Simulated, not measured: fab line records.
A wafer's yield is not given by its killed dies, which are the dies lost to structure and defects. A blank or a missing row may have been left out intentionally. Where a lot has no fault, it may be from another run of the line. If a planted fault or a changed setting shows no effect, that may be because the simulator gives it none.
Matching of chambers || flow n5-finfet || 4 sister chambers for N5_BEOL_M5_DESCUM_33 on rie-diel-05
The step chemistry O2, time 7 s. 4 wafers are shown with their chamber, then 7 later ones without.

WAFERS, EACH WITH ITS CHAMBER
{"wafer": "L083.4", "chamber": 0, "drypump-motor-current-A (A)": 5.8}
{"wafer": "L084.1", "chamber": 1, "drypump-motor-current-A (A)": 5.4}
{"wafer": "L087.2", "chamber": 3, "drypump-motor-current-A (A)": 6.4}
{"wafer": "L087.3", "chamber": 2, "drypump-motor-current-A (A)": 6.2}

WAFERS WITHOUT THEIR CHAMBER
{"wafer": "L087.5", "drypump-motor-current-A (A)": 6.2}
{"wafer": "L092.1", "drypump-motor-current-A (A)": 6.4}
{"wafer": "L092.2", "drypump-motor-current-A (A)": 6.2}
{"wafer": "L092.5", "drypump-motor-current-A (A)": 6.2}
{"wafer": "L091.1", "drypump-motor-current-A (A)": 6.2}
{"wafer": "L091.4", "drypump-motor-current-A (A)": 5.3}
{"wafer": "L091.6", "drypump-motor-current-A (A)": 6.2}

THE CHAMBER EACH PASSED THROUGH
{"wafer": "L087.5", "from the rows above": 2, "in truth": 2}
{"wafer": "L092.1", "from the rows above": 3, "in truth": 3}
{"wafer": "L092.2", "from the rows above": 2, "in truth": 2}
{"wafer": "L092.5", "from the rows above": 2, "in truth": 2}
{"wafer": "L091.1", "from the rows above": 2, "in truth": 2}
{"wafer": "L091.4", "from the rows above": 1, "in truth": 1}
{"wafer": "L091.6", "from the rows above": 2, "in truth": 2}
Correct placement for 7 of the 7. Number that these rows cannot place: 0. Number placed wrongly: 0.
How it was worked out, from the rows above alone: a wafer's distance from a chamber is the root of the sum, over the readings, of the square of ((its reading less the chamber's mean) divided by the reading's scatter). If the next closest chamber is less than 2 further off than the closest, the wafer can't be placed; otherwise it belongs to the closest. The mean given for a chamber averages the wafers shown for that chamber. The scatter (one wafer shown for each chamber): square how far every hidden wafer sits from the nearest shown wafer, average those squares and take the square root.
